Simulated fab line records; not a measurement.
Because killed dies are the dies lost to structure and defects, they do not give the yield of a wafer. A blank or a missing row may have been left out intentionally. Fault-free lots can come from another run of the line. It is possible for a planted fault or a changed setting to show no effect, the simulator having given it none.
fab line records	flow n5_finfet
[record] lots = 24	wafers = 72	last_day = 19
route steps=1938 shown BEOL_M11@1578 BEOL_M12@1613
lots that met no fault: taken from a fault-free run of the same line
start_h: hours from the record's opening day to when the first of the lot's shown wafers began	wait_h: how many hours have passed since the lot's step before this one	" as in the row above	L1.1+2: a single row standing in for several wafers	- no value present, or no start provided	* or withheld: withheld	< > ~ a bound
route shown NAME@n: a module of which the file shows steps, and the number in the route of the first	usual: mean/standard deviation taken from wafers without a fault	same: alike in all rows	chamber/n: place in a boat	sites: per-site readings	_std_site: the values' standard deviation	_edge_site: inner sites' mean taken away from outer sites' mean	radius_mm: how far each site lies from the wafer's centre	mask NAME#n: copy n	behind: the most recent tool/chamber to have shaped the wafer	hold: what put the lot on hold/how long, in hours/how the hold closed	device: the transistor (n, p or np) that didn't switch	end of line: the same wafers' tests at the end of the route	a step given without rows: its recipe and nothing more	killed: dies that structure and defects cost at the first sort, which is not the same as the wafer's yield	map: per-die view of a wafer (x killed, . not killed, _ where there is no die)
set.NAME: the setting the step ran with; set.NAME@STEP: the setting that earlier step ran with	model.NAME: the simulator's own value behind a step, which no gauge read
a sample of lots followed through the steps of the route, with each step as a table and each wafer as a row
services: when a tool's chamber went out of use (start_h, in hours from the record's first day, below 0 if earlier), for how many hours, and the reason
[[steps]]
[step N5_BEOL_M11_TRENCH_ETCH_37]
[recipe] chemistry = C4F6/O2	target_depth_a = 1488.3	target = SiCOH_lowk	time_s = 48	ion_energy_ev = 250	pressure_mtorr = 30	source_w = 345	bias_w = 185	Ar_flow_sccm = 300	C4F6_flow_sccm = 10	O2_flow_sccm = 10
[usual] drypump_motor_current_A = 5.5/0.4	oes_product_au = 0.82/0.069	rf_vpp_V = 664/15	showerhead_plenum_p_Torr = 2.84/0.075	throttle_valve_pct = 20.95/0.27
lot.wafer	tool	chamber	start_h	wait_h	drypump_motor_current_A	oes_product_au	rf_hours_counter_h	rf_vpp_V	showerhead_plenum_p_Torr	throttle_valve_pct
L075.1	rie_diel-04	3	-	-	5.2	0.90	32	648	2.80	20.90
L075.2	"	1	"	"	5.6	0.97	10	669	2.91	20.99
L075.6	"	3	"	"	5.1	0.89	-	648	2.80	20.90
L077.1	rie_diel-04	1	-	-	5.6	0.96	14	667	2.91	20.96
L077.2	"	3	"	"	5.2	0.89	35	647	2.80	20.91
L077.3	"	2	"	"	5.6	0.75	171	673	2.70	20.77
L074.4	rie_diel-01	1	-	-	5.7	0.73	180	677	2.97	21.09
L074.5	"	3	"	"	5.3	0.83	-	685	2.89	21.15
L074.6	"	2	"	"	5.1	0.84	-	646	2.89	21.08
L076.3	rie_diel-01	1	-	-	5.8	0.73	181	676	2.97	21.09
L076.4	"	2	"	"	5.1	0.85	97	645	2.89	21.11
L076.6	"	3	"	"	5.3	0.82	-	687	2.89	21.14
L079.1	rie_diel-06	2	-	-	5.3	0.80	87	674	2.89	20.67
L079.3	"	1	"	"	5.8	0.95	10	670	2.78	20.39
L079.4	"	2	"	"	5.3	0.81	-	672	2.89	20.69
L078.2	rie_diel-04	3	-	-	5.2	0.87	50	646	2.79	20.89
L078.3	"	1	"	"	5.6	0.93	28	668	2.90	21.01
L078.6	"	1	"	"	5.6	0.91	-	666	2.90	21.00
L081.1	rie_diel-06	1	-	-	5.7	0.92	15	669	2.77	20.38
L081.4	"	3	"	"	4.9	0.70	221	640	2.79	20.95
L081.5	"	2	"	"	5.3	0.79	-	673	2.88	20.68
L080.1	rie_diel-01	1	-	-	5.8	0.73	191	677	2.96	21.11
L080.4	"	2	"	"	5.1	0.82	106	646	2.88	21.11
L080.5	"	0	"	"	6.3	0.86	-	664	2.76	20.43
L083.2	rie_diel-01	2	-	-	5.1	0.81	113	645	2.88	21.13
L083.5	"	3	"	"	5.3	0.80	-	687	2.89	21.18
L083.6	"	0	"	"	6.3	0.86	-	664	2.76	20.48
L085.2	rie_diel-06	3	-	-	4.9	0.70	229	639	2.78	20.95
L085.4	"	1	"	"	5.8	0.92	25	671	2.77	20.40
L085.5	"	3	"	"	4.9	0.69	-	640	2.78	20.96
L082.1	rie_diel-01	0	-	-	6.3	0.86	53	664	2.76	20.46
L082.3	"	3	"	"	5.3	0.79	137	687	2.88	21.16
L082.4	"	1	"	"	5.8	0.72	201	677	2.96	21.13
L084.1	rie_diel-04	0	-	-	5.3	0.88	26	672	2.91	21.14
L084.3	"	1	"	"	5.6	0.89	44	666	2.89	21.02
L084.6	"	3	"	"	5.2	0.83	-	646	2.79	20.94
L086.1	rie_diel-04	1	-	-	5.6	0.89	45	667	2.89	21.01
L086.2	"	3	"	"	5.2	0.85	66	647	2.79	20.92
L086.3	"	0	"	"	5.3	0.88	27	672	2.91	21.16
L087.1	rie_diel-01	2	-	-	5.1	0.81	118	647	2.88	21.13
L087.4	"	3	"	"	5.3	0.80	138	687	2.88	21.17
L087.5	"	2	"	"	5.1	0.81	-	646	2.88	21.13
L088.1	rie_diel-04	1	-	-	5.7	0.88	51	667	2.89	21.03
L088.4	"	0	"	"	5.3	0.87	-	671	2.91	21.16
L088.5	"	1	"	"	5.6	0.88	-	666	2.89	21.05
L090.2	rie_diel-01	0	-	-	6.4	0.84	60	663	2.76	20.48
L090.3	"	2	"	"	5.1	0.81	126	645	2.87	21.12
L090.6	"	0	"	"	6.3	0.85	-	662	2.76	20.48
L089.1	rie_diel-04	3	-	-	5.1	0.82	76	645	2.78	20.96
L089.3	"	1	"	"	5.6	0.87	54	665	2.89	21.04
L089.6	"	1	"	"	5.6	0.88	-	666	2.89	21.03
L091.4	rie_diel-01	1	-	-	5.7	0.71	211	677	2.95	21.14
L091.5	"	1	"	"	5.8	0.72	-	676	2.95	21.16
L091.6	"	0	"	"	6.3	0.85	-	661	2.76	20.47
L093.2	rie_diel-01	1	-	-	5.7	0.71	214	676	2.95	21.13
L093.4	"	3	"	"	5.3	0.79	151	687	2.88	21.19
L093.6	"	3	"	"	5.3	0.80	-	687	2.88	21.20
L092.1	rie_diel-06	2	-	-	5.3	0.78	114	671	2.87	20.73
L092.3	"	1	"	"	5.8	0.89	36	671	2.77	20.42
L092.6	"	0	"	"	5.5	0.69	-	638	2.69	21.39
L097.2	rie_diel-01	2	-	-	5.1	0.80	133	645	2.87	21.15
L097.4	"	0	"	"	6.3	0.83	67	662	2.75	20.49
L097.6	"	2	"	"	5.1	0.79	-	646	2.87	21.14
L094.4	rie_diel-01	0	-	-	6.3	0.83	70	662	2.75	20.48
L094.5	"	2	"	"	5.1	0.79	-	647	2.87	21.14
L094.6	"	3	"	"	5.3	0.78	-	686	2.88	21.21
L095.1	rie_diel-01	3	-	-	5.3	0.78	157	688	2.88	21.20
L095.2	"	1	"	"	5.8	0.71	221	677	2.95	21.15
L095.4	"	0	"	"	6.4	0.83	71	663	2.75	20.49
L096.2	rie_diel-04	2	-	-	5.6	0.74	174	673	2.70	20.77
L096.5	"	3	"	"	5.2	0.82	-	646	2.78	20.98
L096.6	"	0	"	"	5.3	0.84	-	670	2.90	21.17
[step N5_BEOL_M11_CURE_72]
[recipe] temp_c = 370	time_s = 120	ambient = DMADMS/He	material = SiCOH_lowk
[usual] lamp_power_pct = 52.31/0.05	wafer_temp_C_max = 371.5/0.38
lot.wafer	tool	chamber	start_h	wait_h	lamp_power_pct	wafer_temp_C_max
L075.1	uv_cure-01	0	254.63	0.0	52.31	371.3
L075.2	"	0	"	"	52.32	371.2
L075.6	"	0	"	"	52.34	371.5
L077.1	uv_cure-03	2	262.13	0.0	52.23	371.1
L077.2	"	2	"	"	52.27	372.3
L077.3	"	2	"	"	52.41	371.2
L074.4	uv_cure-03	2	266.16	0.3	52.27	371.9
L074.5	"	2	"	"	52.31	371.5
L074.6	"	2	"	"	52.21	371.5
L076.3	uv_cure-01	2	269.40	0.7	52.34	371.0
L076.4	"	2	"	"	52.35	371.7
L076.6	"	2	"	"	52.33	371.4
L079.1	uv_cure-02	1	288.47	0.0	52.23	372.0
L079.3	"	1	"	"	52.30	371.5
L079.4	"	1	"	"	52.32	371.1
L078.2	uv_cure-03	1	292.67	0.1	52.25	372.0
L078.3	"	1	"	"	52.31	371.7
L078.6	"	1	"	"	52.34	371.1
L081.1	uv_cure-02	1	301.68	0.0	52.27	372.0
L081.4	"	1	"	"	52.27	371.0
L081.5	"	1	"	"	52.34	371.4
L080.1	uv_cure-01	2	301.85	0.0	52.31	371.9
L080.4	"	2	"	"	52.32	371.6
L080.5	"	2	"	"	52.31	371.3
L083.2	uv_cure-03	1	321.60	0.3	52.32	371.7
L083.5	"	1	"	"	52.32	371.4
L083.6	"	1	"	"	52.31	371.9
L085.2	uv_cure-03	0	332.74	0.1	52.28	372.1
L085.4	"	0	"	"	52.37	372.6
L085.5	"	0	"	"	52.33	372.1
L082.1	uv_cure-01	1	333.00	0.0	52.25	372.1
L082.3	"	1	"	"	52.34	371.1
L082.4	"	1	"	"	52.27	371.4
L084.1	uv_cure-02	0	333.17	0.0	52.31	371.3
L084.3	"	0	"	"	52.28	371.4
L084.6	"	0	"	"	52.38	371.9
L086.1	uv_cure-01	1	334.23	0.0	52.35	371.3
L086.2	"	1	"	"	52.36	370.8
L086.3	"	1	"	"	52.37	370.9
L087.1	uv_cure-02	1	334.85	0.0	52.27	370.9
L087.4	"	1	"	"	52.32	371.4
L087.5	"	1	"	"	52.38	371.2
L088.1	uv_cure-03	2	351.92	0.0	52.28	371.8
L088.4	"	2	"	"	52.23	371.0
L088.5	"	2	"	"	52.31	371.4
L090.2	uv_cure-03	1	361.24	0.1	52.39	371.7
L090.3	"	1	"	"	52.36	372.0
L090.6	"	1	"	"	52.26	371.3
L089.1	uv_cure-03	2	361.49	0.2	52.34	371.6
L089.3	"	2	"	"	52.33	371.1
L089.6	"	2	"	"	52.25	371.0
L091.4	uv_cure-02	0	365.44	0.2	52.32	371.8
L091.5	"	0	"	"	52.32	371.6
L091.6	"	0	"	"	52.32	372.1
L093.2	uv_cure-03	2	375.11	0.1	52.36	371.1
L093.4	"	2	"	"	52.29	371.2
L093.6	"	2	"	"	52.37	371.5
L092.1	uv_cure-01	1	375.54	0.3	52.34	371.9
L092.3	"	1	"	"	52.21	370.9
L092.6	"	1	"	"	52.27	371.5
L097.2	uv_cure-03	1	382.22	0.1	52.34	371.4
L097.4	"	1	"	"	52.34	372.4
L097.6	"	1	"	"	52.34	371.4
L094.4	uv_cure-03	1	392.98	0.2	52.36	371.7
L094.5	"	1	"	"	52.28	371.5
L094.6	"	1	"	"	52.35	372.1
L095.1	uv_cure-03	2	397.79	0.0	52.29	371.3
L095.2	"	2	"	"	52.40	371.7
L095.4	"	2	"	"	52.32	371.5
L096.2	uv_cure-03	1	400.55	0.1	52.24	371.2
L096.5	"	1	"	"	52.27	371.2
L096.6	"	1	"	"	52.34	371.2
[step N5_BEOL_M11_SURFACE_TREAT_76]
[recipe] gas = Ar	time_s = *	ion_energy_ev = *	ion_current_ma_cm2 = 0.5	pressure_mtorr = *	ar_flow_sccm = 30
[usual] pressure_mtorr = *	throttle_valve_pct = *
lot.wafer	tool	chamber	start_h	wait_h	pressure_mtorr	throttle_valve_pct
L075.1	pvd_sputter-03	-	255.85	0.2	*	*
L075.2	"	-	"	"	*	*
L075.6	"	-	"	"	*	*
L077.1	pvd_sputter-03	-	263.47	0.4	*	*
L077.2	"	-	"	"	*	*
L077.3	"	-	"	"	*	*
L074.4	pvd_sputter-02	-	267.14	0.3	*	*
L074.5	"	-	"	"	*	*
L074.6	"	-	"	"	*	*
L076.3	pvd_sputter-02	-	271.56	1.5	*	*
L076.4	"	-	"	"	*	*
L076.6	"	-	"	"	*	*
L079.1	pvd_sputter-01	-	289.70	0.3	*	*
L079.3	"	-	"	"	*	*
L079.4	"	-	"	"	*	*
L078.2	pvd_sputter-01	-	295.30	0.2	*	*
L078.3	"	-	"	"	*	*
L078.6	"	-	"	"	*	*
L081.1	pvd_sputter-02	-	302.80	0.2	*	*
L081.4	"	-	"	"	*	*
L081.5	"	-	"	"	*	*
L080.1	pvd_sputter-02	-	302.84	0.2	*	*
L080.4	"	-	"	"	*	*
L080.5	"	-	"	"	*	*
L083.2	pvd_sputter-02	-	322.70	0.5	*	*
L083.5	"	-	"	"	*	*
L083.6	"	-	"	"	*	*
L085.2	pvd_sputter-01	-	334.50	0.2	*	*
L085.4	"	-	"	"	*	*
L085.5	"	-	"	"	*	*
L082.1	pvd_sputter-01	-	334.62	0.2	*	*
L082.3	"	-	"	"	*	*
L082.4	"	-	"	"	*	*
L084.1	pvd_sputter-01	-	334.78	0.2	*	*
L084.3	"	-	"	"	*	*
L084.6	"	-	"	"	*	*
L086.1	pvd_sputter-01	-	335.05	0.2	*	*
L086.2	"	-	"	"	*	*
L086.3	"	-	"	"	*	*
L087.1	pvd_sputter-01	-	337.21	1.4	*	*
L087.4	"	-	"	"	*	*
L087.5	"	-	"	"	*	*
L088.1	pvd_sputter-01	-	353.25	0.3	*	*
L088.4	"	-	"	"	*	*
L088.5	"	-	"	"	*	*
L089.1	pvd_sputter-03	-	362.45	0.2	*	*
L089.3	"	-	"	"	*	*
L089.6	"	-	"	"	*	*
L090.2	pvd_sputter-03	-	362.49	0.2	*	*
L090.3	"	-	"	"	*	*
L090.6	"	-	"	"	*	*
L091.4	pvd_sputter-01	-	366.80	0.2	*	*
L091.5	"	-	"	"	*	*
L091.6	"	-	"	"	*	*
L093.2	pvd_sputter-02	-	376.11	0.2	*	*
L093.4	"	-	"	"	*	*
L093.6	"	-	"	"	*	*
L092.1	pvd_sputter-03	-	377.98	1.6	*	*
L092.3	"	-	"	"	*	*
L092.6	"	-	"	"	*	*
L097.2	pvd_sputter-01	-	384.57	0.2	*	*
L097.4	"	-	"	"	*	*
L097.6	"	-	"	"	*	*
L094.4	pvd_sputter-03	-	395.71	0.2	*	*
L094.5	"	-	"	"	*	*
L094.6	"	-	"	"	*	*
L095.1	pvd_sputter-03	-	400.61	0.4	*	*
L095.2	"	-	"	"	*	*
L095.4	"	-	"	"	*	*
L096.2	pvd_sputter-03	-	401.27	0.2	*	*
L096.5	"	-	"	"	*	*
L096.6	"	-	"	"	*	*
[step N5_BEOL_M11_RS_MEAS_57]
[recipe] thk_meas_gauge = four-point-probe	reads = Cu_of_BEOL_M11_ECD_50+Co_of_BEOL_M11_CVD_75+TaN_of_BEOL_M11_ALD_74
[usual] M11_RS = 0.149/0.0049
lot.wafer	tool	chamber	start_h	wait_h	M11_RS[ohm/sq]
L075.1	film_metro-01	-	256.97	0.0	0.144
L075.2	"	-	"	"	0.143
L075.6	"	-	"	"	0.144
L077.1	film_metro-02	-	266.39	0.0	0.141
L077.2	"	-	"	"	0.144
L077.3	"	-	"	"	0.143
L074.4	film_metro-01	-	268.54	0.0	0.154
L074.5	"	-	"	"	0.140
L074.6	"	-	"	"	0.140
L076.3	film_metro-01	-	274.57	0.0	0.158
L076.4	"	-	"	"	0.139
L076.6	"	-	"	"	0.142
L079.1	film_metro-02	-	291.55	0.0	0.155
L079.3	"	-	"	"	0.149
L079.4	"	-	"	"	0.149
L078.2	film_metro-01	-	296.44	0.0	0.145
L078.3	"	-	"	"	0.146
L078.6	"	-	"	"	0.145
L081.1	film_metro-02	-	304.00	0.0	0.150
L081.4	"	-	"	"	0.158
L081.5	"	-	"	"	0.151
L080.1	film_metro-02	-	304.22	0.0	0.157
L080.4	"	-	"	"	0.145
L080.5	"	-	"	"	0.155
L083.2	film_metro-01	-	324.54	0.0	0.141
L083.5	"	-	"	"	0.146
L083.6	"	-	"	"	0.153
L085.2	film_metro-01	-	335.80	0.0	0.156
L085.4	"	-	"	"	0.148
L085.5	"	-	"	"	0.158
L082.1	film_metro-01	-	336.06	0.0	0.152
L082.3	"	-	"	"	0.149
L082.4	"	-	"	"	0.156
L084.1	film_metro-02	-	336.25	0.0	0.149
L084.3	"	-	"	"	0.146
L084.6	"	-	"	"	0.149
L086.1	film_metro-02	-	336.35	0.0	0.147
L086.2	"	-	"	"	0.149
L086.3	"	-	"	"	0.149
L087.1	film_metro-02	-	338.53	0.0	0.139
L087.4	"	-	"	"	0.146
L087.5	"	-	"	"	0.145
L088.1	film_metro-01	-	354.93	0.0	0.147
L088.4	"	-	"	"	0.148
L088.5	"	-	"	"	0.146
L090.2	film_metro-02	-	364.01	0.0	0.149
L090.3	"	-	"	"	0.144
L090.6	"	-	"	"	0.152
L089.1	film_metro-01	-	364.01	0.1	0.152
L089.3	"	-	"	"	0.144
L089.6	"	-	"	"	0.145
L091.4	film_metro-02	-	368.15	0.0	0.153
L091.5	"	-	"	"	0.152
L091.6	"	-	"	"	0.150
L093.2	film_metro-01	-	379.14	0.1	0.158
L093.4	"	-	"	"	0.146
L093.6	"	-	"	"	0.147
L092.1	film_metro-02	-	379.39	0.0	0.154
L092.3	"	-	"	"	0.149
L092.6	"	-	"	"	0.151
L097.2	film_metro-01	-	385.95	0.1	0.141
L097.4	"	-	"	"	0.152
L097.6	"	-	"	"	0.142
L094.4	film_metro-02	-	397.37	0.0	0.152
L094.5	"	-	"	"	0.147
L094.6	"	-	"	"	0.149
L095.1	film_metro-02	-	401.88	0.1	0.142
L095.2	"	-	"	"	0.160
L095.4	"	-	"	"	0.151
L096.2	film_metro-02	-	403.09	0.0	0.144
L096.5	"	-	"	"	0.146
L096.6	"	-	"	"	0.151
[step N5_BEOL_M12_OVL_MEAS_11]
[recipe] points_per_wafer = 44
[usual] V11_OVL = -2/5.3
lot.wafer	tool	chamber	start_h	wait_h	V11_OVL[nm]
L075.1	overlay-01	0	257.62	0.0	-1
L075.2	"	0	"	"	-1
L075.6	"	0	"	"	2
L077.1	overlay-02	0	266.92	0.0	-3
L077.2	"	0	"	"	-7
L077.3	"	0	"	"	0
L074.4	overlay-01	0	269.07	0.0	-5
L074.5	"	0	"	"	11
L074.6	"	0	"	"	3
L076.3	overlay-01	0	275.22	0.0	1
L076.4	"	0	"	"	0
L076.6	"	0	"	"	2
L079.1	overlay-01	0	292.08	0.0	-3
L079.3	"	0	"	"	5
L079.4	"	0	"	"	-1
L078.2	overlay-02	0	297.01	0.0	-7
L078.3	"	0	"	"	-2
L078.6	"	0	"	"	-4
L081.1	overlay-02	0	304.65	0.0	4
L081.4	"	0	"	"	0
L081.5	"	0	"	"	10
L080.1	overlay-02	0	304.87	0.0	-11
L080.4	"	0	"	"	-4
L080.5	"	0	"	"	-7
L083.2	overlay-02	0	325.07	0.0	-5
L083.5	"	0	"	"	2
L083.6	"	0	"	"	-2
L085.2	overlay-01	0	336.48	0.0	-3
L085.4	"	0	"	"	0
L085.5	"	0	"	"	-6
L082.1	overlay-02	0	336.72	0.0	-1
L082.3	"	0	"	"	-3
L082.4	"	0	"	"	-3
L084.1	overlay-01	0	336.77	0.0	0
L084.3	"	0	"	"	-3
L084.6	"	0	"	"	6
L086.1	overlay-01	0	337.00	0.0	5
L086.2	"	0	"	"	-9
L086.3	"	0	"	"	2
L087.1	overlay-02	0	339.18	0.0	-11
L087.4	"	0	"	"	-7
L087.5	"	0	"	"	-3
L088.1	overlay-02	0	355.58	0.0	-3
L088.4	"	0	"	"	7
L088.5	"	0	"	"	3
L090.2	overlay-02	0	364.53	0.0	-5
L090.3	"	0	"	"	-5
L090.6	"	0	"	"	-11
L089.1	overlay-02	0	364.72	0.1	-1
L089.3	"	0	"	"	2
L089.6	"	0	"	"	-5
L091.4	overlay-02	0	368.68	0.0	1
L091.5	"	0	"	"	5
L091.6	"	0	"	"	-2
L093.2	overlay-02	0	379.67	0.0	-17
L093.4	"	0	"	"	-5
L093.6	"	0	"	"	-11
L092.1	overlay-01	0	380.05	0.0	-1
L092.3	"	0	"	"	-5
L092.6	"	0	"	"	1
L097.2	overlay-02	0	386.60	0.0	-1
L097.4	"	0	"	"	6
L097.6	"	0	"	"	-6
L094.4	overlay-01	0	397.90	0.0	-2
L094.5	"	0	"	"	-3
L094.6	"	0	"	"	5
L095.1	overlay-02	0	402.45	0.0	-11
L095.2	"	0	"	"	5
L095.4	"	0	"	"	-4
L096.2	overlay-01	0	406.24	0.0	5
L096.5	"	0	"	"	0
L096.6	"	0	"	"	5
[step N5_BEOL_M12_PRE_CLEAN_42]
[recipe] gas = H2/He	time_s = 30	temp_c = 250
[usual] heater_power_w = 319/20
lot.wafer	tool	chamber	start_h	wait_h	heater_power_w
L075.1	pvd_sputter-01	-	262.74	0.0	333
L075.2	"	-	"	"	354
L075.6	"	-	"	"	349
L077.1	pvd_sputter-02	-	269.44	0.0	315
L077.2	"	-	"	"	326
L077.3	"	-	"	"	289
L074.4	pvd_sputter-01	-	278.59	0.0	359
L074.5	"	-	"	"	318
L074.6	"	-	"	"	342
L076.3	pvd_sputter-01	-	278.91	0.0	357
L076.4	"	-	"	"	318
L076.6	"	-	"	"	338
L079.1	pvd_sputter-02	-	295.86	0.0	304
L079.3	"	-	"	"	282
L079.4	"	-	"	"	327
L078.2	pvd_sputter-02	-	299.14	0.0	310
L078.3	"	-	"	"	325
L078.6	"	-	"	"	308
L081.1	pvd_sputter-02	-	313.65	0.0	336
L081.4	"	-	"	"	292
L081.5	"	-	"	"	311
L080.1	pvd_sputter-02	-	314.01	0.0	310
L080.4	"	-	"	"	291
L080.5	"	-	"	"	288
L083.2	pvd_sputter-01	-	327.70	0.0	331
L083.5	"	-	"	"	318
L083.6	"	-	"	"	340
L085.2	pvd_sputter-02	-	339.56	0.0	315
L085.4	"	-	"	"	331
L085.5	"	-	"	"	334
L084.1	pvd_sputter-01	-	340.31	0.0	353
L084.3	"	-	"	"	315
L084.6	"	-	"	"	326
L082.1	pvd_sputter-02	-	340.62	0.0	324
L082.3	"	-	"	"	303
L082.4	"	-	"	"	284
L086.1	pvd_sputter-02	-	341.38	0.0	326
L086.2	"	-	"	"	288
L086.3	"	-	"	"	309
L087.1	pvd_sputter-02	-	342.06	0.0	312
L087.4	"	-	"	"	291
L087.5	"	-	"	"	283
L088.1	pvd_sputter-03	-	364.35	0.0	321
L088.4	"	-	"	"	314
L088.5	"	-	"	"	314
L090.2	pvd_sputter-01	-	366.88	0.0	312
L090.3	"	-	"	"	356
L090.6	"	-	"	"	340
L089.1	pvd_sputter-03	-	367.45	0.0	321
L089.3	"	-	"	"	343
L089.6	"	-	"	"	345
L091.4	pvd_sputter-02	-	375.39	0.0	309
L091.5	"	-	"	"	332
L091.6	"	-	"	"	282
L093.2	pvd_sputter-02	-	382.58	0.0	321
L093.4	"	-	"	"	309
L093.6	"	-	"	"	309
L092.1	pvd_sputter-02	-	385.36	0.0	308
L092.3	"	-	"	"	293
L092.6	"	-	"	"	322
L097.2	pvd_sputter-02	-	390.12	0.0	311
L097.4	"	-	"	"	305
L097.6	"	-	"	"	287
L094.4	pvd_sputter-03	-	401.39	0.0	316
L094.5	"	-	"	"	325
L094.6	"	-	"	"	342
L095.1	pvd_sputter-02	-	412.61	0.0	322
L095.2	"	-	"	"	306
L095.4	"	-	"	"	285
L096.2	pvd_sputter-03	-	413.44	0.0	332
L096.5	"	-	"	"	341
L096.6	"	-	"	"	319
[[services]]
tool	chamber	start_h	hours	kind
rie_diel-06	1	234.66	-	clean
rie_diel-06	1	234.66	-	consumable_replace:focus_ring
rie_diel-06	1	234.66	20.9	scheduled_down
rie_diel-06	1	234.66	20.9	vent_cycle
rie_diel-01	3	236.89	6.2	repair
rie_diel-04	0	247.43	-	clean
rie_diel-04	0	247.43	-	consumable_replace:focus_ring
rie_diel-04	2	263.90	132.0	repair
uv_cure-03	-	266.87	3.1	repair
uv_cure-01	-	293.28	6.0	pm
rie_diel-04	0	299.51	10.4	repair
uv_cure-03	-	304.21	7.5	pm
uv_cure-01	-	340.77	2.1	pm
rie_diel-04	-	346.82	2.8	pm
rie_diel-06	1	355.26	8.1	repair
rie_diel-04	0	361.54	4.1	repair
uv_cure-02	-	369.09	8.7	repair
rie_diel-06	2	379.93	9.8	repair
rie_diel-06	3	391.55	-	clean
rie_diel-06	3	391.55	-	consumable_replace:focus_ring
rie_diel-06	3	391.55	23.5	scheduled_down
rie_diel-04	1	394.79	8.6	repair
rie_diel-01	1	400.75	35.2	repair
rie_diel-04	3	409.51	2.2	repair
[[key]]
fault none
